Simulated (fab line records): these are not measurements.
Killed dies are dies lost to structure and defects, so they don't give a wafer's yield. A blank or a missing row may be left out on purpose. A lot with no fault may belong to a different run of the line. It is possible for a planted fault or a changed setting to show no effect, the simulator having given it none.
fab line records	flow n5_finfet
record lots=4	wafers=12	last_day=18
route steps=1938 shown BEOL_M6@1230 BEOL_M7@1263 BEOL_M15@1830
lots that met no fault: from a run of the same line without faults
start_h: the number of hours between the record's first day and the start of the first shown wafer of the lot	wait_h: time in hours since the lot's previous step	" same as the row above	L1.1+2: a single row standing in for several wafers	- no value, or no start was given	* or withheld: withheld	< > ~ a bound
route shown NAME@n: a module of which the file shows steps, and the number in the route of the first	usual: average and standard deviation across the fault-free wafers	same: alike in all rows	chamber/n: place in a boat	sites: the reading at each site	_std_site: how widely they spread, as a standard deviation	_edge_site: inner sites' mean taken away from outer sites' mean	radius_mm: how far each site lies from the wafer's centre	mask NAME#n: copy n	behind: the most recent tool/chamber to have shaped the wafer	hold: the reason the lot was held/the length of the hold in hours/how it ended	device: transistor that didn't switch, given as n, p or np	end of line: tests of these same wafers at the route's end	a step without rows: its recipe alone	killed: dies lost to structure and defects at the first sort, not the wafer's yield	map: the dies of a wafer, with x for killed, . for not killed, _ for no die there
set.NAME: setting as actually run; set.NAME@STEP: the setting as run at that earlier step	model.NAME: the simulator's own value behind a step, which no gauge read
a table for each step, a row for each wafer; lots at some steps of the route
services: when a tool's chamber went out of use (start_h, in hours from the record's first day, below 0 if earlier), for how many hours, and the reason
## steps
# step N5_BEOL_M6_DESCUM_33
# recipe chemistry=O2	time_s=7	source_power_w=50	bias_power_w=20	pressure_mtorr=20	rf_frequency_hz=2.712e+07	temp_c=40	resist=CAR-EUV	o2_flow_sccm=225
# step N5_BEOL_M6_ETCH_72
# recipe chemistry=N2/H2	target=underlayer	target_depth_a=65	mask_material=CAR-EUV	time_s=5.2	ion_energy_ev=200	pressure_mtorr=30	source_w=840	bias_w=150	n2_flow_sccm=200	h2_flow_sccm=200	ends=cleared
# step N5_BEOL_M6_ETCH_65
# recipe chemistry=CF4	target=SiARC	target_depth_a=156	mask_material=CAR-EUV	time_s=26	ion_energy_ev=80	pressure_mtorr=40	source_w=545	bias_w=36	Ar_flow_sccm=100	cf4_flow_sccm=100	ends=cleared
# step N5_BEOL_M6_ETCH_66
# recipe chemistry=N2/H2	target=SOC	target_depth_a=800	overetch_a=160	mask_material=SiARC	temp_c=40	time_s=120	ion_energy_ev=200	pressure_mtorr=30	source_w=840	bias_w=150	n2_flow_sccm=200	h2_flow_sccm=200
# step N5_BEOL_M6_STRIP_69
# recipe chemistry=N2/H2	temp_c=40	n2_flow_sccm=200	h2_flow_sccm=200	rf_frequency_hz=6e+07
# step N5_BEOL_M6_STRIP_73
# recipe chemistry=N2/H2	temp_c=40	n2_flow_sccm=200	h2_flow_sccm=200	rf_frequency_hz=6e+07
# step N5_BEOL_M6_VIA_ETCH_34
# recipe chemistry=C4F6/O2	target=SiCOH_lowk	target_depth_a=1263	mask_material=SOC	taper_deg=4	time_s=50.9	ion_energy_ev=250	pressure_mtorr=30	source_w=345	bias_w=185	Ar_flow_sccm=300	C4F6_flow_sccm=10	O2_flow_sccm=10
# step N5_BEOL_M6_STRIP_76
# recipe chemistry=C4F6/O2	resist=SiARC	rf_frequency_hz=6e+07
# step N5_BEOL_M6_STRIP_36
# recipe chemistry=N2/H2	power_w=450	temp_c=40	pressure_mtorr=20	rf_frequency_hz=6e+07	overash_fraction=0.3	bias_power_w=7	h2_frac=0.5	n2_flow_sccm=200	h2_flow_sccm=200
# step N5_BEOL_M6_TRENCH_ETCH_37
# recipe chemistry=C4F6/O2	target_depth_a=944.35	target=SiCOH_lowk	time_s=31.5	ion_energy_ev=250	pressure_mtorr=30	source_w=345	bias_w=185	Ar_flow_sccm=300	C4F6_flow_sccm=10	O2_flow_sccm=10
# usual O2_flow_sccm=9.994/0.029	drypump_motor_current_A=5.8/0.43	oes_product_au=0.77/0.093	rf_fwd_power_W=340.0/1.6	rf_vpp_V=667/4.9	showerhead_plenum_p_Torr=2.85/0.056	throttle_valve_pct=20.89/0.21
lot.wafer	tool	chamber	start_h	wait_h	O2_flow_sccm	drypump_motor_current_A	oes_product_au	rf_fwd_power_W	rf_hours_counter_h	rf_vpp_V	showerhead_plenum_p_Torr	throttle_valve_pct	model.BEOL_M6.feature_depth_nm	model.etch.depth_nm
L895.2	rie_diel-02	2	291.08	-	10.004	4.9	0.70	340.6	212	673	2.82	21.26	93.4	93.39
L895.5	"	1	"	"	10.025	5.7	0.70	338.7	-	673	2.83	21.15	93	92.97
L895.6	"	0	"	"	9.984	6.3	0.80	337.7	-	671	2.86	20.88	93.4	93.35
L902.1	rie_diel-02	3	329.57	-	9.920	5.8	0.87	278.1	23	738	2.90	20.73	88.6	88.66
L902.2	"	1	"	"	9.952	5.7	0.67	276.0	235	745	2.82	21.14	87.6	87.59
L902.4	"	2	"	"	9.953	4.8	0.66	279.8	224	745	2.82	21.25	86.8	86.77
L901.1	rie_diel-02	3	334.56	-	10.018	5.8	0.87	277.2	25	739	2.90	20.74	88.8	88.73
L901.2	"	1	"	"	10.005	5.7	0.66	277.1	237	748	2.82	21.16	88.2	88.3
L901.5	"	2	"	"	10.018	4.9	0.66	278.2	-	746	2.82	21.25	87	86.98
L907.1	rie_diel-05	3	343.11	-	9.967	5.5	0.70	338.8	228	666	2.93	20.93	93.4	93.41
L907.2	"	0	"	"	9.989	6.1	0.71	339.0	189	662	2.83	21.06	94.2	94.29
L907.4	"	1	"	"	9.975	6.3	0.80	338.5	-	670	2.76	20.69	95.6	95.58
# step N5_BEOL_M6_ETCH_41
# recipe chemistry=CH3F/O2	target=SiCN	target_depth_a=297	taper_deg=2	time_s=52	ion_energy_ev=120	mask_material=TiN	pressure_mtorr=30	source_w=395	bias_w=75	Ar_flow_sccm=150	CH3F_flow_sccm=30	O2_flow_sccm=20
# step N5_BEOL_M6_STRIP_80
# recipe chemistry=N2/H2	time_s=10	power_w=450	temp_c=40	pressure_mtorr=20	rf_frequency_hz=6e+07	bias_power_w=7	n2_flow_sccm=200	h2_flow_sccm=200
# step N5_BEOL_M6_OCD_MEAS_38
# usual trench_depth_nm=94.3/1.2
lot.wafer	tool	chamber	start_h	wait_h	trench_depth_nm
L895.2	ocd-01	-	291.23	-	93.1
L895.5	"	-	"	"	92.8
L895.6	"	-	"	"	93.7
L902.1	ocd-01	-	329.73	-	88.8
L902.2	"	-	"	"	87.5
L902.4	"	-	"	"	86.8
L901.1	ocd-02	-	334.71	-	88.2
L901.2	"	-	"	"	88.8
L901.5	"	-	"	"	87.2
L907.1	ocd-02	-	343.26	-	93.8
L907.2	"	-	"	"	94.1
L907.4	"	-	"	"	95.6
# step N5_BEOL_M6_HM_STRIP_39
# recipe chemistry=peroxide_tin_strip	material=TiN	target_depth_a=250	temp_c=50	time_s=158
# step N5_BEOL_M6_SRD_40
# recipe time_s=30	temp_c=23	rinse_liquid=diw	dry=ipa_marangoni
# step N5_BEOL_M6_PRECLEAN_42
# recipe chemistry=residue_remover	time_s=60	temp_c=40
# step N5_BEOL_M6_SRD_43
# recipe time_s=30	temp_c=23	rinse_liquid=diw	dry=ipa_marangoni
# step N5_BEOL_M6_CURE_75
# recipe temp_c=370	time_s=120	ambient=DMADMS/He	material=SiCOH_lowk
# step N5_BEOL_M6_DEGAS_44
# recipe ambient=vacuum	temp_c=250	time_s=60
# step N5_BEOL_M6_PRE_CLEAN_45
# recipe gas=H2/He	time_s=30	temp_c=250
# step N5_BEOL_M6_ALD_77
# recipe material=TaN	target_thk_a=20	temp_c=275	ald_precursor_family=PDMAT	ald_co_reactant=NH3	pressure_torr=3	carrier_flow_sccm=1500	pulse_time_s=2	purge_time_s=3	co_reactant_purge_time_s=2	co_reactant_pulse_time_s=3	ald_cycles=40	precursor_vessel_temp_c=75	precursor_vessel_pressure_torr=26.25	precursor_vessel_carrier_sccm=1000
# step N5_BEOL_M6_SURFACE_TREAT_79
# recipe gas=Ar	time_s=*	ion_energy_ev=*	ion_current_ma_cm2=0.5	pressure_mtorr=*	ar_flow_sccm=30
# step N5_BEOL_M6_CVD_78
# recipe material=Co	target_thk_a=20	temp_c=withheld	precursor=CCTBA/H2	pressure_torr=30	time_s=142.3
# step N5_BEOL_M6_SPUTTER_48
# recipe material=Cu	target_thk_a=100	temp_c=-20	bias_v=60	power_w=26000	chamber_pressure_pa=0.13	time_s=1.667
# step N5_BEOL_M6_ECD_50
# recipe material=Cu	target_thk_a=3000
# step N5_BEOL_M6_ANNEAL_51
# recipe temp_c=225	time_s=90	ambient=N2
# step N5_BEOL_M6_CMP_52
# recipe stop_on=SiCOH_lowk	t_overpolish_s=6.9	down_force_psi=1	platen_rpm=50	clearing_platen_down_force_psi=1.5	clearing_platen_rpm=50	post_cmp_clean=cu_alkaline	target_thk_nm=80	clearing_platen_pad_velocity_m_s=0.99484	pad_velocity_m_s=0.99484
# usual barrier_field_endpoint_s=29.1/0.71	motor_current_A=6.2/0.83	overpolish_run_s=6.900/0.009	retaining_ring_pressure_frac=1.000/0.0052	time_to_endpoint_s=63.0/2.6
lot.wafer	tool	chamber	start_h	wait_h	barrier_field_endpoint_s	motor_current_A	overpolish_run_s	retaining_ring_pressure_frac	time_to_endpoint_s	model.Cu_of_BEOL_M6_ECD_50.thk_nm
L895.2	cmp-02	2	293.64	0.2	28.9	7.2	6.902	1.000	59.9	79.2
L895.5	"	1	"	"	29.8	5.0	6.886	1.000	64.2	78.4
L895.6	"	2	"	"	30.4	7.3	6.912	1.004	63.1	77.6
L902.1	cmp-01	3	331.86	0.3	29.4	5.8	6.886	1.006	66.5	75.6
L902.4	"	0	"	"	29.6	5.4	6.904	1.000	63.9	72.2
L902.2	"	1	"	"	28.2	5.8	6.890	0.999	61.3	73.4
L901.2	cmp-02	1	336.72	0.2	29.4	5.2	6.888	1.000	67.0	74.2
L901.1	"	3	"	"	28.6	5.8	6.899	1.005	62.7	74
L901.5	"	1	"	"	30.6	5.2	6.908	1.005	65.6	73.8
L907.4	cmp-01	0	346.78	0.1	28.7	5.6	6.914	0.998	62.6	80.6
L907.1	"	1	"	"	27.7	6.0	6.899	1.005	61.7	78.8
L907.2	"	2	"	"	28.3	6.4	6.896	0.998	61.5	80.8
# step N5_BEOL_M6_THK_MEAS_53
# recipe thk_meas_gauge=xrf	reads=Cu_of_BEOL_M6_ECD_50
# usual M6_THK=80.3/1.7
lot.wafer	tool	chamber	start_h	wait_h	M6_THK[nm]
L895.2	film_metro-02	-	293.90	-	78.8
L895.5	"	-	"	"	78.5
L895.6	"	-	"	"	77.5
L902.1	film_metro-02	-	332.16	-	75.8
L902.2	"	-	"	"	73.3
L902.4	"	-	"	"	72.1
L901.1	film_metro-02	-	336.98	-	74.5
L901.2	"	-	"	"	74.4
L901.5	"	-	"	"	74.0
L907.1	film_metro-02	-	347.07	-	78.9
L907.2	"	-	"	"	80.5
L907.4	"	-	"	"	80.9
# step N5_BEOL_M6_PRE_CLEAN_55
# recipe gas=NH3	time_s=15	temp_c=withheld	rf_power_w=300
# step N5_BEOL_M6_DEP_56
# recipe material=SiCN	target_thk_a=100	temp_c=withheld	precursor=3MS/NH3	pressure_torr=3	rf_w=202	time_s=17.5
# step N5_BEOL_M6_RS_MEAS_57
# recipe thk_meas_gauge=four-point-probe	reads=Cu_of_BEOL_M6_ECD_50+Co_of_BEOL_M6_CVD_78+TaN_of_BEOL_M6_ALD_77
# usual M6_RS=0.287/0.0071
lot.wafer	tool	chamber	start_h	wait_h	M6_RS[ohm/sq]
L895.2	film_metro-01	-	294.03	0.1	0.289
L895.5	"	-	"	"	0.293
L895.6	"	-	"	"	0.296
L902.1	film_metro-01	-	332.32	0.1	0.306
L902.2	"	-	"	"	0.318
L902.4	"	-	"	"	0.324
L901.1	film_metro-02	-	337.11	0.1	0.314
L901.2	"	-	"	"	0.313
L901.5	"	-	"	"	0.314
L907.1	film_metro-02	-	347.20	0.1	0.292
L907.2	"	-	"	"	0.282
L907.4	"	-	"	"	0.283
# step N5_BEOL_M7_ILD_DEP_00
# recipe material=SiCOH_lowk	target_thk_a=1797.5	temp_c=300	precursor=DEMS/porogen	pressure_torr=5	rf_w=500	time_s=33.4
# step N5_BEOL_M7_CURE_74
# recipe temp_c=385	time_s=240	ambient=He/Ar	material=SiCOH_lowk
# step N5_BEOL_M7_PECVD_70
# recipe material=SiO2	target_thk_a=200	temp_c=400	precursor=TEOS/O2	pressure_torr=5.5	rf_w=450	teos_flow_sccm=53.8	gas=O2	flow_sccm=3000	time_s=22.7
# step N5_BEOL_M7_HM_DEP_02
# recipe material=TiN	target_thk_a=200	temp_c=25	chamber_pressure_pa=0.49996
# step N5_BEOL_M7_COAT_59
# recipe resist=SOC	temp_c=250	time_s=60	spin_rpm=1500	resist_thk_nm=100
# step N5_BEOL_M15_RC_MEAS_101
# usual COMB_M10=1.5e-11/3.4e-12	COMB_M11=1.51e-11/2.7e-12	COMB_M12=6.6e-12/1.5e-12	COMB_M13=5.2e-12/1.3e-12	COMB_M14=4e-12/1.2e-12	COMB_M15=2.8e-12/1e-12	COMB_M15_max_site=3.8e-12/1.2e-12	COMB_M5=3.7e-11/8.2e-12	COMB_M6=2.6e-11/5.6e-12	COMB_M7=2.6e-11/5.7e-12	COMB_M7_max_site=3.6e-11/8.8e-12	COMB_M8=2.5e-11/5.2e-12	COMB_M9=1.5e-11/3e-12	SERP_M10=3.07/0.075	SERP_M11=3.07/0.063	SERP_M12=0.640/0.014	SERP_M13=0.309/0.0055	SERP_M14=0.1595/0.0029	SERP_M5=38.4/1.5	SERP_M6=13.8/0.44	SERP_M6_max_site=14.4/0.47	SERP_M7=13.8/0.45	SERP_M7_max_site=14.4/0.49	SERP_M8=13.8/0.46	SERP_M9=3.06/0.076	SERP_M9_max_site=3.16/0.089
lot.wafer	tool	chamber	start_h	wait_h	COMB_M10[S/m]	COMB_M11[S/m]	COMB_M12[S/m]	COMB_M13[S/m]	COMB_M14[S/m]	COMB_M15[S/m]	COMB_M15_max_site[S/m]	COMB_M5[S/m]	COMB_M6[S/m]	COMB_M7[S/m]	COMB_M7_max_site[S/m]	COMB_M8[S/m]	COMB_M9[S/m]	SERP_M10[ohm/um]	SERP_M11[ohm/um]	SERP_M12[ohm/um]	SERP_M13[ohm/um]	SERP_M14[ohm/um]	SERP_M5[ohm/um]	SERP_M6[ohm/um]	SERP_M6_max_site[ohm/um]	SERP_M7[ohm/um]	SERP_M7_max_site[ohm/um]	SERP_M8[ohm/um]	SERP_M9[ohm/um]	SERP_M9_max_site[ohm/um]
L895.2	prober-02	0	362.00	0.2	1.7e-11	1.46e-11	6.4e-12	5.4e-12	4.6e-12	3.3e-12	4.1e-12	4.8e-11	2.9e-11	3.3e-11	5.5e-11	2.2e-11	1.5e-11	3.11	3.15	0.640	0.312	0.1639	37.1	14.1	14.4	13.0	13.6	14.5	2.95	3.09
L895.5	"	0	"	"	1.5e-11	1.85e-11	6.9e-12	4.9e-12	4.1e-12	3.8e-12	4.1e-12	4.4e-11	2.7e-11	2.1e-11	3e-11	3.5e-11	1.7e-11	2.98	3.14	0.622	0.314	0.1591	38.6	14.2	15.1	12.8	14.1	13.8	3.00	3.18
L895.6	"	0	"	"	1.6e-11	1.83e-11	9.7e-12	7.4e-12	4.7e-12	4e-12	5.9e-12	3.3e-11	2.3e-11	2.5e-11	3.5e-11	2.5e-11	1.9e-11	3.07	3.00	0.624	0.309	0.1599	35.6	14.9	15.8	13.5	13.6	14.3	3.02	3.10
L902.1	prober-02	0	399.31	0.0	1.5e-11	1.71e-11	7.8e-12	4.5e-12	3.3e-12	3.4e-12	4e-12	3.9e-11	3.6e-11	1.8e-11	2.7e-11	2.8e-11	1.3e-11	3.09	3.11	0.647	0.304	0.1533	36.4	15.0	15.4	13.6	13.9	13.8	3.04	3.17
L902.2	"	0	"	"	1.3e-11	1.38e-11	7.4e-12	5.1e-12	4.6e-12	3.5e-12	3.7e-12	4.1e-11	2.3e-11	2.7e-11	3.7e-11	2.8e-11	1.3e-11	3.05	3.04	0.657	0.299	0.1571	39.3	14.7	15.4	14.2	14.4	14.6	3.15	3.26
L902.4	"	0	"	"	1.8e-11	1.22e-11	7.8e-12	6.4e-12	4e-12	3.6e-12	4.6e-12	4.1e-11	3.8e-11	2.2e-11	2.8e-11	3.4e-11	1.6e-11	3.27	3.09	0.636	0.306	0.1578	36.6	15.5	16.3	13.7	15.1	14.0	3.06	3.15
L901.1	prober-01	0	406.77	0.4	1.8e-11	1.07e-11	7.9e-12	6.3e-12	3.6e-12	1.8e-12	3.2e-12	4e-11	2.5e-11	2.2e-11	4.1e-11	2.6e-11	1.2e-11	3.09	3.06	0.627	0.303	0.1652	36.3	15.3	16.0	13.6	14.1	13.9	3.09	3.22
L901.2	"	0	"	"	1.5e-11	1.35e-11	5.5e-12	7.1e-12	2.3e-12	1.6e-12	2.5e-12	2.9e-11	2.3e-11	2.2e-11	2.9e-11	3.1e-11	1.3e-11	3.15	3.09	0.643	0.318	0.1606	35.8	15.3	15.8	14.0	14.4	13.7	3.02	3.19
L901.5	"	0	"	"	1.9e-11	1.31e-11	6.2e-12	3.6e-12	2.6e-12	2.3e-12	3.9e-12	5.1e-11	3.5e-11	2.7e-11	4.5e-11	4.3e-11	1.1e-11	3.00	3.13	0.623	0.315	0.1607	37.1	15.8	16.5	13.0	13.4	13.9	3.00	3.24
L907.1	prober-01	0	420.15	0.0	9e-12	1.66e-11	5e-12	4.4e-12	1.1e-12	1.1e-12	2.3e-12	3.2e-11	3.5e-11	3e-11	4e-11	1.7e-11	1.5e-11	2.99	3.00	0.622	0.310	0.1620	37.8	13.4	14.0	12.7	13.1	13.2	3.17	3.33
L907.2	"	0	"	"	1e-11	9.5e-12	5.4e-12	3e-12	1.9e-12	1.3e-12	1.8e-12	4.5e-11	2e-11	2e-11	3.1e-11	2.5e-11	1.3e-11	3.14	3.05	0.611	0.308	0.1574	38.4	13.5	14.7	12.6	13.5	13.3	3.15	3.24
L907.4	"	0	"	"	1.1e-11	1.68e-11	6.9e-12	3.5e-12	1.1e-12	8e-13	1.2e-12	4e-11	2.6e-11	2.1e-11	3.4e-11	1.8e-11	1.8e-11	3.11	3.10	0.637	0.304	0.1611	37.3	13.7	14.1	13.8	14.4	12.7	3.20	3.29
# sites SERP_M6 radius_mm=0,75,75,75,75,140,140,140,140
L895.2 13.4 14.1 14.4 13.9 14.1 14.2 14.3 13.8 14.2
L902.1 14.3 15.0 14.4 14.9 14.6 15.4 15.0 15.4 15.0
L901.1 14.6 15.4 14.8 15.3 15.0 15.3 16.0 15.8 15.4
L907.1 13.4 13.7 13.4 13.4 13.8 14.0 13.5 13.4 13.4
## services
tool	chamber	start_h	hours	kind
cmp-01	-	288.63	2.4	repair
rie_diel-05	1	302.74	4.3	repair
rie_diel-02	2	303.28	3.9	repair
cmp-02	-	319.57	0.9	repair
cmp-01	-	327.51	4.0	pm
rie_diel-05	2	328.20	-	clean
rie_diel-05	2	328.20	-	consumable_replace:focus_ring
rie_diel-05	2	328.20	26.1	scheduled_down
rie_diel-05	2	328.20	26.1	vent_cycle
cmp-01	-	331.51	-	consumable_replace:conditioner
cmp-01	-	331.51	-	consumable_replace:pad
cmp-01	-	335.24	6.8	pm
cmp-02	-	343.07	2.4	repair
## key
first_sign step=N5_BEOL_M6_TRENCH_ETCH_37	reading=rf_fwd_power_W	direction=down	sigmas=40	usual=*	struck=*
effect step=N5_BEOL_M6_TRENCH_ETCH_37	reading=rf_vpp_V	direction=up	sigmas=16	usual=667	struck=743
effect step=N5_BEOL_M6_OCD_MEAS_38	reading=trench_depth_nm	direction=down	sigmas=5.2	usual=94.3	struck=87.9
effect step=N5_BEOL_M6_THK_MEAS_53	reading=M6_THK	direction=down	sigmas=3.7	usual=80.3	struck=74.0
effect step=N5_BEOL_M6_RS_MEAS_57	reading=M6_RS	direction=up	sigmas=3.9	usual=0.287	struck=0.315
effect step=N5_BEOL_M15_RC_MEAS_101	reading=SERP_M6	direction=up	sigmas=3.2	usual=13.8	struck=15.3
model_effect step=N5_BEOL_M6_TRENCH_ETCH_37	value=BEOL_M6.feature_depth_nm	without=94.87	struck=87.83
model_effect step=N5_BEOL_M6_CMP_52	value=Cu_of_BEOL_M6_ECD_50.thk_nm	without=80.8	struck=73.87
met_at N5_BEOL_M6_TRENCH_ETCH_37
struck_wafers L901.1,L901.2,L901.5,L902.1,L902.2,L902.4
onset_between 291.08 329.57
fault kind=process_parameter_drift	tool=rie_diel-02	chamber=-	onset_h=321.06	steps=N5_BEOL_M6_TRENCH_ETCH_37	channel=source_w	offset=-62.1	shape=step	end_h=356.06	acts_in=these_recipes_only	stated=345
